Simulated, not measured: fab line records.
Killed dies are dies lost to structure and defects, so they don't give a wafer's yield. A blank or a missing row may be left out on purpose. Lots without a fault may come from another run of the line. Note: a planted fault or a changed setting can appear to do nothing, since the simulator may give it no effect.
fab line records    flow nand_harc
[record] lots = 7  wafers = 21  last_day = 26
route steps=1159 shown A_CHANNEL_HOLE_D1@456 END@1159
lots that met no fault: taken from a fault-free run of the same line
start_h: start of the lot's first displayed wafer, in hours after the record's first day    wait_h: time in hours since the lot's previous step    " the same as in the row above    L1.1+2: a single row standing in for several wafers    - value missing, or start not given    * or withheld: withheld    < > ~ a bound
route shown NAME@n: a module of which the file shows steps, and the number in the route of the first    usual: mean/standard deviation taken from wafers without a fault    same: alike in all rows    chamber/n: place in a boat    sites: readings site by site    _std_site: how widely they spread, as a standard deviation    _edge_site: outer sites' mean less inner sites'    radius_mm: how far each site lies from the wafer's centre    mask NAME#n: copy n    behind: the most recent tool/chamber to have shaped the wafer    hold: reason for holding the lot/hours on hold/outcome of the hold    device: transistor that didn't switch, given as n, p or np    end of line: the tests these same wafers got at the end of their route    a step without rows: its recipe alone    killed: dies lost to structure and defects at the first sort, not the wafer's yield    map: a wafer's dies, x killed, . not, _ none there
set.NAME: the setting as run; set.NAME@STEP: as run at that earlier step    model.NAME: the simulator's own value behind a step, which no gauge read
lots at selected steps of the route; one table per step, one row per wafer
services: the hour from which a tool's chamber was out of use, counted from the record's first day as start_h (under 0 if before that day), plus the number of hours and why
[[steps]]
[step NHARC_A_CHANNEL_HOLE_D1_COAT_04]
[recipe] spin_rpm = 1500  resist_thk_nm = 90
[step NHARC_A_CHANNEL_HOLE_D1_SOFTBAKE_05]
[recipe] temp_c = 105  time_s = 55
[step NHARC_A_CHANNEL_HOLE_D1_EBR_06]
[step NHARC_A_CHANNEL_HOLE_D1_EXPOSE_07]
[recipe] na = 1.35  target_cd_nm = 100  sigma_outer = 0.3  dose_mj = 59.65  mask_id = HOLE_D1
[step NHARC_A_CHANNEL_HOLE_D1_PEB_08]
[recipe] peb_temp_c = 100  peb_time_s = 65
[step NHARC_A_CHANNEL_HOLE_D1_DEVELOP_09]
[recipe] develop_time_s = 35  dev_temp_c = 23
[step NHARC_A_CHANNEL_HOLE_D1_CD_MEAS_10]
[recipe] target_cd_nm = 100  landing_energy_ev = 500
[usual] cd_nm = 99.8/0.61
lot.wafer  tool       chamber  start_h  wait_h  cd_nm
L297.1     cd_sem-01  0        183.06   -       100.4
L297.2     "          0        "        "       99.2
L297.6     "          0        "        "       99.0
L304.1     cd_sem-01  0        218.31   -       99.5
L304.2     "          0        "        "       99.6
L304.4     "          0        "        "       100.3
L310.3     cd_sem-01  0        263.98   -       99.2
L310.4     "          0        "        "       99.8
L310.5     "          0        "        "       100.3
L311.3     cd_sem-01  0        265.63   -       99.7
L311.4     "          0        "        "       99.8
L311.6     "          0        "        "       98.8
L312.2     cd_sem-01  0        271.12   -       99.1
L312.4     "          0        "        "       99.6
L312.5     "          0        "        "       100.4
L313.1     cd_sem-02  0        280.17   -       99.0
L313.2     "          0        "        "       100.4
L313.6     "          0        "        "       99.4
L318.1     cd_sem-01  0        305.34   -       99.4
L318.2     "          0        "        "       100.0
L318.4     "          0        "        "       99.9
[step NHARC_A_CHANNEL_HOLE_D1_OVL_MEAS_11]
[usual] overlay_x_nm = -0.1/0.86  overlay_y_nm = 0.0/0.74
lot.wafer  tool        chamber  start_h  wait_h  overlay_x_nm  overlay_y_nm
L297.1     overlay-02  -        183.14   -       -0.7          -0.8
L297.2     "           -        "        "       -0.3          -0.8
L297.6     "           -        "        "       -0.4          -0.6
L304.1     overlay-02  -        218.40   -       -1.0          0.5
L304.2     "           -        "        "       -0.7          1.0
L304.4     "           -        "        "       -0.9          0.5
L310.3     overlay-01  -        264.07   -       0.4           -1.1
L310.4     "           -        "        "       0.5           -0.1
L310.5     "           -        "        "       0.1           -0.9
L311.3     overlay-02  -        265.72   -       -0.2          0.4
L311.4     "           -        "        "       -0.6          0.7
L311.6     "           -        "        "       -0.2          0.6
L312.2     overlay-02  -        271.21   -       -0.2          0.7
L312.4     "           -        "        "       0.0           0.4
L312.5     "           -        "        "       -0.1          0.4
L313.1     overlay-02  -        280.26   -       1.4           0.5
L313.2     "           -        "        "       1.2           0.2
L313.6     "           -        "        "       1.3           0.8
L318.1     overlay-02  -        305.43   -       -1.0          0.7
L318.2     "           -        "        "       -0.8          0.4
L318.4     "           -        "        "       -1.0          0.2
[step NHARC_A_CHANNEL_HOLE_D1_INSPECT_12]
[usual] raw_defect_count = 6.2/2.8
lot.wafer  tool               chamber  start_h  wait_h  raw_defect_count
L297.1     defect_inspect-02  -        183.18   0.0     6
L297.2     "                  -        "        "       4
L297.6     "                  -        "        "       4
L304.1     defect_inspect-02  -        218.44   0.0     4
L304.2     "                  -        "        "       6
L304.4     "                  -        "        "       7
L310.3     defect_inspect-01  -        264.10   0.0     9
L310.4     "                  -        "        "       11
L310.5     "                  -        "        "       10
L311.3     defect_inspect-02  -        265.75   0.0     5
L311.4     "                  -        "        "       4
L311.6     "                  -        "        "       7
L312.2     defect_inspect-01  -        271.25   0.0     7
L312.4     "                  -        "        "       3
L312.5     "                  -        "        "       6
L313.1     defect_inspect-02  -        280.30   0.0     6
L313.2     "                  -        "        "       1
L313.6     "                  -        "        "       4
L318.1     defect_inspect-01  -        305.47   0.0     3
L318.2     "                  -        "        "       9
L318.4     "                  -        "        "       9
[step NHARC_A_CHANNEL_HOLE_D1_DESCUM_15]
[recipe] time_s = 3  o2_flow_sccm = 200  ar_flow_sccm = 0  bias_power_w = 0  chemistry = O2
[usual] drypump_motor_current_A = 5.9/0.5  oes_product_au = 0.995/0.013  rf_vpp_V = 58.0/0.83  showerhead_plenum_p_Torr = 1.96/0.08  throttle_valve_pct = 11.311/0.0091
lot.wafer  tool         chamber  start_h  wait_h  drypump_motor_current_A  oes_product_au  rf_hours_counter_h  rf_vpp_V  showerhead_plenum_p_Torr  throttle_valve_pct
L297.2     rie_diel-09  1        183.25   0.1     6.5                      0.969           7                   57.9      1.98                      11.312
L297.1     "            2        "        "       6.2                      0.978           7                   58.8      2.03                      11.318
L297.6     "            1        "        "       6.5                      0.980           -                   57.7      1.98                      11.317
L304.1     rie_diel-09  2        218.50   0.1     6.2                      0.984           9                   57.0      2.03                      11.305
L304.4     "            3        "        "       5.5                      1.003           8                   58.8      2.02                      11.306
L304.2     "            0        "        "       5.3                      0.998           9                   57.6      2.00                      11.305
L310.3     rie_diel-09  2        264.16   0.1     6.2                      0.984           0                   57.5      2.02                      11.335
L310.4     "            3        "        "       5.5                      1.000           0                   58.7      2.02                      11.312
L310.5     "            2        "        "       6.2                      0.978           -                   58.8      2.02                      11.309
L311.4     rie_diel-09  0        265.81   0.1     5.3                      0.982           1                   56.6      2.00                      11.323
L311.3     "            2        "        "       6.2                      0.985           0                   57.9      2.02                      11.315
L311.6     "            0        "        "       5.3                      0.977           -                   57.6      2.00                      11.318
L312.2     rie_diel-05  2        271.32   0.1     6.3                      0.997           6                   57.1      1.98                      11.314
L312.5     "            0        "        "       5.6                      1.006           -                   57.5      1.81                      11.303
L312.4     "            2        "        "       6.3                      0.996           -                   58.9      1.98                      11.300
L313.2     rie_diel-09  2        280.37   0.1     6.2                      0.984           1                   57.8      2.02                      11.307
L313.1     "            0        "        "       5.3                      0.984           1                   57.9      2.00                      11.301
L313.6     "            1        "        "       6.6                      0.999           -                   56.5      1.98                      11.317
L318.1     rie_diel-05  0        305.53   0.1     5.6                      1.000           7                   57.3      1.81                      11.314
L318.2     "            2        "        "       6.3                      1.008           8                   57.8      1.98                      11.321
L318.4     "            2        "        "       6.3                      0.993           -                   59.2      1.98                      11.303
[step NHARC_A_CHANNEL_HOLE_D1_ETCH_38]
[recipe] target_depth_a = 390  over_etch_frac = 0.3  time_s = 65  ion_energy_ev = 80  cf4_flow_sccm = 150  ar_flow_sccm = 0  rf_w = 300  bias_w = 100  chemistry = CF4
[usual] drypump_motor_current_A = 5.9/0.51  oes_product_au = 0.996/0.014  rf_vpp_V = 151.7/1.2  run_length_s = 86.3/0.52  showerhead_plenum_p_Torr = 1.81/0.068  throttle_valve_pct = 13.284/0.0086
lot.wafer  tool         chamber  start_h  wait_h  drypump_motor_current_A  oes_product_au  rf_hours_counter_h  rf_vpp_V  run_length_s  showerhead_plenum_p_Torr  throttle_valve_pct
L297.1     rie_diel-09  0        183.33   0.1     5.3                      0.986           7                   152.1     86.6          1.84                      13.290
L297.2     "            2        "        "       6.2                      0.992           7                   152.1     86.1          1.87                      13.273
L297.6     "            0        "        "       5.3                      0.989           -                   151.4     86.4          1.84                      13.286
L304.2     rie_diel-09  1        218.58   0.1     6.6                      0.987           9                   151.8     85.5          1.83                      13.289
L304.4     "            2        "        "       6.2                      0.984           9                   151.3     86.1          1.86                      13.279
L304.1     "            3        "        "       5.5                      0.996           8                   151.5     86.8          1.86                      13.287
L310.3     rie_diel-09  1        264.26   0.1     6.6                      1.000           0                   153.3     85.6          1.83                      13.285
L310.4     "            2        "        "       6.2                      0.981           0                   152.5     86.1          1.86                      13.290
L310.5     "            0        "        "       5.3                      0.986           -                   151.2     86.3          1.84                      13.282
L311.3     rie_diel-09  2        265.91   0.1     6.1                      0.974           0                   153.0     86.3          1.86                      13.293
L311.4     "            0        "        "       5.3                      0.984           1                   151.1     86.9          1.84                      13.280
L311.6     "            1        "        "       6.6                      0.995           -                   151.2     86.0          1.83                      13.280
L312.2     rie_diel-05  3        271.41   0.1     5.0                      1.000           5                   150.2     86.8          1.84                      13.298
L312.4     "            3        "        "       5.0                      1.008           -                   153.7     86.7          1.84                      13.291
L312.5     "            0        "        "       5.6                      1.006           -                   151.8     85.4          1.68                      13.291
L313.1     rie_diel-09  1        280.45   0.1     6.6                      1.004           1                   152.7     85.5          1.83                      13.276
L313.2     "            3        "        "       5.5                      0.987           1                   152.9     86.3          1.86                      13.274
L313.6     "            0        "        "       5.3                      0.996           -                   151.5     86.4          1.84                      13.287
L318.1     rie_diel-05  0        305.64   0.1     5.6                      1.028           7                   149.4     85.2          1.68                      13.265
L318.2     "            2        "        "       6.3                      1.020           8                   152.1     86.6          1.83                      13.283
L318.4     "            0        "        "       5.6                      1.030           -                   150.0     85.5          1.68                      13.278
[step NHARC_A_CHANNEL_HOLE_D1_ETCH_39]
[recipe] target_depth_a = 2600  over_etch_frac = 0.3  time_s = 325  ion_energy_ev = 200  n2_flow_sccm = 150  h2_flow_sccm = 150  ar_flow_sccm = 0  rf_w = 400  bias_w = 150  chemistry = N2/H2
[usual] drypump_motor_current_A = 5.8/0.5  oes_product_au = 0.995/0.014  rf_vpp_V = 432.0/2.6  run_length_s = 346.3/0.52  showerhead_plenum_p_Torr = 2.10/0.085  throttle_valve_pct = 14.171/0.0089
lot.wafer  tool         chamber  start_h  wait_h  drypump_motor_current_A  oes_product_au  rf_hours_counter_h  rf_vpp_V  run_length_s  showerhead_plenum_p_Torr  throttle_valve_pct
L297.2     rie_diel-09  3        -        -       5.5                      1.010           7                   433.5     347.0         2.16                      14.179
L297.1     "            1        "        "       6.6                      0.990           7                   433.4     345.5         2.12                      14.175
L297.6     "            3        "        "       5.5                      1.007           -                   434.0     346.2         2.16                      14.183
L304.2     rie_diel-09  3        -        -       5.5                      0.993           8                   433.2     346.2         2.16                      14.163
L304.4     "            0        "        "       5.3                      0.989           9                   431.8     346.6         2.13                      14.174
L304.1     "            1        "        "       6.6                      0.976           9                   431.9     345.5         2.12                      14.169
L310.3     rie_diel-09  2        -        -       6.2                      0.981           0                   431.6     346.3         2.16                      14.157
L310.4     "            3        "        "       5.5                      0.988           0                   435.4     346.4         2.16                      14.171
L310.5     "            0        "        "       5.3                      0.974           -                   434.3     346.6         2.13                      14.175
L311.3     rie_diel-09  1        -        -       6.5                      1.003           1                   433.0     346.3         2.11                      14.168
L311.4     "            0        "        "       5.3                      0.969           1                   434.0     346.5         2.13                      14.180
L311.6     "            1        "        "       6.5                      1.008           -                   432.8     345.9         2.12                      14.175
L312.2     rie_diel-05  0        -        -       5.6                      1.014           5                   427.3     345.3         1.92                      14.172
L312.5     "            3        "        "       5.0                      1.016           -                   432.6     347.2         2.13                      14.170
L312.4     "            0        "        "       5.6                      1.009           -                   428.3     345.2         1.92                      14.163
L313.1     rie_diel-09  3        -        -       5.5                      0.985           1                   433.3     346.1         2.16                      14.142
L313.2     "            1        "        "       6.6                      0.992           1                   432.4     345.4         2.11                      14.187
L313.6     "            0        "        "       5.3                      0.985           -                   431.7     346.6         2.13                      14.187
L318.1     rie_diel-05  0        -        -       5.6                      1.012           7                   427.3     345.2         1.92                      14.171
L318.2     "            2        "        "       6.4                      1.005           8                   432.6     346.6         2.12                      14.182
L318.4     "            3        "        "       5.0                      1.008           -                   433.7     346.7         2.13                      14.177
[step NHARC_A_CHANNEL_HOLE_D1_ETCH_34]
[recipe] target_depth_a = 1540  time_s = 77  cf4_flow_sccm = 100  chf3_flow_sccm = 30  ar_flow_sccm = 0  rf_w = 500  bias_w = 200  chemistry = CF4/CHF3
[usual] drypump_motor_current_A = 5.9/0.5  oes_product_au = 0.943/0.024  rf_vpp_V = 371.8/2.2  run_length_s = 98.3/0.5  showerhead_plenum_p_Torr = 1.61/0.061  throttle_valve_pct = 16.804/0.0097
lot.wafer  tool         chamber  start_h  wait_h  drypump_motor_current_A  oes_product_au  rf_hours_counter_h  rf_vpp_V  run_length_s  showerhead_plenum_p_Torr  throttle_valve_pct
L297.2     rie_diel-09  0        184.13   -       5.3                      0.910           7                   373.2     98.4          1.64                      16.800
L297.1     "            1        "        "       6.6                      0.911           7                   372.1     97.5          1.63                      16.801
L297.6     "            2        "        "       6.2                      0.917           -                   373.6     98.4          1.66                      16.797
L304.2     rie_diel-09  1        218.93   -       6.6                      0.907           9                   373.0     97.8          1.63                      16.797
L304.4     "            2        "        "       6.2                      0.907           9                   372.6     98.2          1.66                      16.811
L304.1     "            0        "        "       5.3                      0.924           9                   372.9     98.3          1.64                      16.808
L310.3     rie_diel-09  2        264.60   -       6.2                      0.944           0                   372.5     91.5          1.66                      16.793
L310.4     "            0        "        "       5.3                      0.948           0                   373.3     98.8          1.64                      16.813
L310.5     "            2        "        "       6.2                      0.946           -                   374.2     98.6          1.66                      16.821
L311.3     rie_diel-09  2        266.26   -       6.2                      0.974           1                   374.9     91.7          1.66                      16.809
L311.4     "            3        "        "       5.5                      0.973           0                   373.1     98.3          1.66                      16.789
L311.6     "            0        "        "       5.3                      0.951           -                   374.7     98.3          1.64                      16.797
L312.2     rie_diel-05  3        271.83   -       4.9                      0.954           6                   372.0     98.8          1.64                      16.805
L312.4     "            2        "        "       6.3                      0.941           -                   373.3     99.3          1.63                      16.813
L312.5     "            3        "        "       5.0                      0.945           -                   373.3     98.8          1.64                      16.820
L313.1     rie_diel-09  0        280.79   -       5.3                      0.963           1                   373.7     91.9          1.64                      16.812
L313.2     "            1        "        "       6.6                      0.961           1                   372.0     97.6          1.63                      16.803
L313.6     "            1        "        "       6.6                      0.958           -                   373.1     97.6          1.63                      16.807
L318.2     rie_diel-05  2        306.04   -       6.3                      0.926           8                   372.4     98.6          1.63                      16.789
L318.1     "            3        "        "       5.0                      0.939           8                   372.6     99.4          1.64                      16.820
L318.4     "            0        "        "       5.6                      0.939           -                   367.4     97.2          1.49                      16.794
[step NHARC_A_CHANNEL_HOLE_D1_ETCH_16]
[recipe] target_depth_a = 31000  over_etch_frac = 0.3  time_s = 806  ion_energy_ev = 150  o2_flow_sccm = 400  cos_flow_sccm = 20  ar_flow_sccm = 0  rf_w = 500  bias_w = 300  chemistry = O2/COS
[usual] drypump_motor_current_A = 5.9/0.49  oes_product_au = 0.996/0.012  rf_vpp_V = 315.2/2.1  run_length_s = 827.2/0.49  showerhead_plenum_p_Torr = 3.20/0.12  throttle_valve_pct = 28.330/0.01
lot.wafer  tool         chamber  start_h  wait_h  drypump_motor_current_A  oes_product_au  rf_hours_counter_h  rf_vpp_V  run_length_s  showerhead_plenum_p_Torr  throttle_valve_pct
L297.1     rie_diel-09  1        -        -       6.6                      0.986           7                   316.4     827.1         3.23                      28.338
L297.2     "            2        "        "       6.2                      0.983           7                   317.3     827.1         3.29                      28.324
L297.6     "            2        "        "       6.2                      0.990           -                   317.5     827.3         3.29                      28.321
L304.1     rie_diel-09  3        -        -       5.5                      0.999           8                   316.1     827.1         3.29                      28.329
L304.2     "            0        "        "       5.3                      0.994           9                   316.9     828.1         3.25                      28.323
L304.4     "            1        "        "       6.6                      0.982           9                   314.2     826.5         3.23                      28.339
L310.3     rie_diel-09  0        -        -       5.3                      0.968           0                   316.5     827.4         3.25                      28.336
L310.4     "            2        "        "       6.2                      0.966           0                   316.8     827.3         3.29                      28.333
L310.5     "            1        "        "       6.6                      0.995           -                   316.4     827.1         3.23                      28.338
L311.4     rie_diel-09  3        -        -       5.5                      0.993           1                   317.6     827.3         3.29                      28.324
L311.3     "            0        "        "       5.3                      0.982           1                   318.2     827.4         3.25                      28.300
L311.6     "            3        "        "       5.5                      1.000           -                   314.8     827.5         3.29                      28.337
L312.2     rie_diel-05  3        -        -       5.0                      0.999           6                   316.8     827.9         3.25                      28.332
L312.5     "            2        "        "       6.3                      0.998           -                   316.6     827.8         3.23                      28.341
L312.4     "            0        "        "       5.6                      1.010           -                   310.3     826.7         2.96                      28.325
L313.2     rie_diel-09  0        -        -       5.3                      0.985           2                   316.3     827.3         3.25                      28.343
L313.1     "            1        "        "       6.6                      1.000           2                   316.9     826.6         3.23                      28.332
L313.6     "            0        "        "       5.3                      0.978           -                   315.7     827.4         3.25                      28.338
L318.1     rie_diel-05  2        -        -       6.3                      1.005           8                   315.9     828.0         3.23                      28.324
L318.2     "            3        "        "       5.0                      1.013           8                   316.5     827.8         3.25                      28.337
L318.4     "            2        "        "       6.3                      1.002           -                   316.0     827.9         3.23                      28.337
[step NHARC_END_SORT_01]
[recipe] temp_c = 25
[usual] killed_at_array = 27/12  killed_at_other = 0.9/1.1  killed_at_periphery = 3.2/2.4  killed_dies = 31/12  killed_open = 3.3/1.7  killed_short = 2.0/1.6
[same] gross_dies = 677
lot.wafer  tool       chamber  start_h  wait_h  killed_at_array  killed_at_other  killed_at_periphery  killed_dies  killed_open  killed_short
L297.1     prober-02  0        456.93   2.5     33               0                4                    37           6            1
L297.2     prober-02  0        457.74   2.8     32               0                4                    36           2            5
L297.6     prober-02  0        460.96   4.0     43               1                2                    46           3            3
L304.2     prober-01  0        556.62   2.8     17               3                5                    25           4            1
L304.4     prober-01  0        558.22   3.4     24               1                3                    28           3            3
L310.3     prober-01  0        588.50   3.1     120              4                0                    124          2            0
L313.1     prober-01  0        594.73   2.5     70               0                4                    74           3            3
L313.2     prober-01  0        595.51   2.8     60               0                5                    65           3            6
L313.6     prober-01  0        598.65   3.9     45               0                4                    49           4            1
L311.3     prober-02  0        596.30   3.1     37               2                0                    39           1            1
L311.4     prober-02  0        597.10   3.4     35               1                1                    37           4            5
L311.6     prober-02  0        598.70   4.0     33               0                0                    33           3            6
L312.2     prober-02  0        603.28   2.8     25               3                4                    32           1            0
L312.4     prober-02  0        604.87   3.4     27               0                3                    30           3            2
L312.5     prober-02  0        605.67   3.7     33               2                6                    41           4            0
// killed by level:class
L297.1 A_CHANNEL_HOLE_D1:chamber_film_flake=10 A_SLIT:chamber_film_flake=8 A_CONTACT:chamber_film_flake=6 A_WL_FILL:geometric_particle:open=4 P_M2:geometric_particle:short=1 A_CHANNEL_FILL_D1:geometric_particle:open=1 A_M0:geometric_particle:open=1 P_ZERO_WELL:chamber_film_flake=1
L297.2 A_CHANNEL_HOLE_D1:chamber_film_flake=7 A_SLIT:chamber_film_flake=7 A_SGD_CUT:chamber_film_flake=6 A_CONTACT:chamber_film_flake=5 A_WL_FILL:geometric_particle:short=3 P_ZERO_WELL:chamber_film_flake=2 P_GATE:geometric_particle:open=1 A_ONON_D1:geometric_particle:short=1
L297.6 A_CHANNEL_HOLE_D1:chamber_film_flake=15 A_SLIT:chamber_film_flake=12 A_CONTACT:chamber_film_flake=8 A_SGD_CUT:chamber_film_flake=4 A_CONTACT:geometric_particle:open=2 P_GATE:geometric_particle:short=1 A_WL_FILL:geometric_particle:open=1 A_WL_FILL:geometric_particle:short=1
L304.2 A_CHANNEL_HOLE_D1:chamber_film_flake=12 THIN_TSV:chamber_film_flake=3 P_M1:chamber_film_flake=2 A_WL_FILL:chamber_film_flake=2 P_GATE:geometric_particle:open=1 P_M0:geometric_particle:open=1 A_WL_FILL:geometric_particle:short=1 A_WL_FILL:geometric_particle:open=1
L304.4 A_CHANNEL_HOLE_D1:chamber_film_flake=18 A_WL_FILL:geometric_particle:open=2 P_STI:geometric_particle:short=1 A_CHANNEL_HOLE_D1:geometric_particle:short=1 A_WL_FILL:geometric_particle:short=1 A_BLC:geometric_particle:open=1 P_GATE:chamber_film_flake=1 P_M1:chamber_film_flake=1
L310.3 A_CHANNEL_HOLE_D1:area_etch=91 A_SLIT:chamber_film_flake=15 A_CHANNEL_HOLE_D1:chamber_film_flake=5 THIN_TSV:chamber_film_flake=4 A_STAIRCASE:chamber_film_flake=3 A_SGD_CUT:geometric_particle:open=1 A_CONTACT:geometric_particle:open=1 A_WL_FILL:chamber_film_flake=1
L313.1 A_CHANNEL_HOLE_D1:chamber_film_flake=21 A_CHANNEL_HOLE_D1:area_etch=19 A_SLIT:chamber_film_flake=14 A_STAIRCASE:chamber_film_flake=6 A_CONTACT:chamber_film_flake=4 A_CONTACT:geometric_particle:open=2 P_BONDPAD:chamber_film_flake=2 A_ONON_D1:geometric_particle:short=1
L313.2 A_CHANNEL_HOLE_D1:chamber_film_flake=24 A_SLIT:chamber_film_flake=17 A_STAIRCASE:chamber_film_flake=6 A_CONTACT:chamber_film_flake=6 A_WL_FILL:geometric_particle:short=3 P_BONDPAD:chamber_film_flake=2 P_CONTACT:geometric_particle:open=1 P_M0:geometric_particle:open=1
L311.3 A_CHANNEL_HOLE_D1:chamber_film_flake=21 A_CHANNEL_HOLE_D1:area_etch=10 A_CONTACT:chamber_film_flake=4 A_CHANNEL_HOLE_D1:geometric_particle:open=1 A_WL_FILL:geometric_particle:short=1 HYBRID_BOND:chamber_film_flake=1 THIN_TSV:chamber_film_flake=1
L311.4 A_CHANNEL_HOLE_D1:chamber_film_flake=24 A_STAIRCASE:chamber_film_flake=3 A_ONON_D1:geometric_particle:short=2 A_WL_FILL:geometric_particle:open=2 P_GATE:geometric_particle:open=1 A_CHANNEL_FILL_D1:geometric_particle:short=1 A_CONTACT:geometric_particle:open=1 A_M0:geometric_particle:short=1
L313.6 A_CHANNEL_HOLE_D1:chamber_film_flake=20 A_SLIT:chamber_film_flake=13 A_STAIRCASE:chamber_film_flake=4 P_BONDPAD:chamber_film_flake=3 A_CONTACT:geometric_particle:open=2 A_ZERO_WELL:chamber_film_flake=2 P_CONTACT:geometric_particle:open=1 A_CONTACT:geometric_particle:short=1
L311.6 A_CHANNEL_HOLE_D1:chamber_film_flake=18 A_STAIRCASE:chamber_film_flake=5 A_ONON_D1:geometric_particle:short=2 A_STAIRCASE:geometric_particle:short=1 A_SGD_CUT:geometric_particle:short=1 A_SGD_CUT:geometric_particle:open=1 A_WL_FILL:geometric_particle:short=1 A_WL_FILL:geometric_particle:open=1
L312.2 A_SLIT:chamber_film_flake=16 A_CONTACT:chamber_film_flake=4 A_CHANNEL_HOLE_D1:chamber_film_flake=4 P_M2:chamber_film_flake=3 THIN_TSV:chamber_film_flake=3 P_M0:geometric_particle:open=1 A_ZERO_WELL:chamber_film_flake=1
L312.4 A_SLIT:chamber_film_flake=14 A_CHANNEL_HOLE_D1:chamber_film_flake=3 A_ZERO_WELL:chamber_film_flake=2 A_STAIRCASE:chamber_film_flake=2 A_CONTACT:chamber_film_flake=2 P_GATE:geometric_particle:open=1 P_M1:geometric_particle:open=1 A_ONON_D1:geometric_particle:short=1
L312.5 A_SLIT:chamber_film_flake=16 A_CONTACT:chamber_film_flake=6 A_CHANNEL_HOLE_D1:chamber_film_flake=5 P_M0:geometric_particle:open=2 P_ZERO_WELL:chamber_film_flake=2 A_STAIRCASE:chamber_film_flake=2 THIN_TSV:chamber_film_flake=2 P_ZERO_WELL:geometric_particle:open=1
[[services]]
tool         chamber  start_h  hours  kind
rie_diel-09  0        159.62   -      clean
rie_diel-09  1        159.62   -      clean
rie_diel-09  2        159.62   -      clean
rie_diel-09  3        159.62   -      clean
rie_diel-05  -        163.60   9.0    pm
rie_diel-05  3        180.60   3.5    repair
rie_diel-09  0        184.12   -      clean
rie_diel-09  1        184.12   -      clean
rie_diel-09  2        184.12   -      clean
rie_diel-09  3        184.12   -      clean
rie_diel-09  2        203.33   9.9    repair
rie_diel-09  3        205.37   12.2   repair
rie_diel-09  0        208.62   -      clean
rie_diel-09  1        208.62   -      clean
rie_diel-09  0        233.12   -      clean
rie_diel-09  1        233.12   -      clean
rie_diel-09  2        233.12   -      clean
rie_diel-09  3        233.12   -      clean
rie_diel-05  0        246.01   4.7    repair
rie_diel-09  -        254.10   9.0    pm
rie_diel-09  0        254.10   9.0    vent_cycle
rie_diel-09  1        254.10   9.0    vent_cycle
rie_diel-05  1        262.10   17.3   repair
rie_diel-05  1        298.42   10.8   repair
[[key]]
[first_sign] step = NHARC_A_CHANNEL_HOLE_D1_ETCH_34  reading = run_length_s  direction = down  sigmas = 13  usual = *  struck = *
[effect] step = NHARC_END_SORT_01  reading = killed_at_array  direction = up  sigmas = 4.2  usual = 27  struck = 76  wafers_moved = 2
[more_kills_born_at] NHARC_A_CHANNEL_HOLE_D1_ETCH_34@rie_diel-09 = 120
met_at NHARC_A_CHANNEL_HOLE_D1_ETCH_34
struck_wafers L310.3,L311.3,L313.1
tester_left_out L310,L311,L313
onset_between 218.93 264.60
[fault] kind = process_parameter_drift  tool = rie_diel-09  chamber = -  onset_h = 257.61  steps = NHARC_A_CHANNEL_HOLE_D1_ETCH_34  channel = time_s  offset = *  shape = step  end_h = 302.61  scope = struck_wafers_only  acts_in = *  stated = *
// tester_left_out: of these lots the tester's yield and bins aren't shown, on N5 and GAA mostly nor the transistor test; their killed dies are dies lost to structure and defects alone, not to doping, threshold or leakage, so they don't give the yield
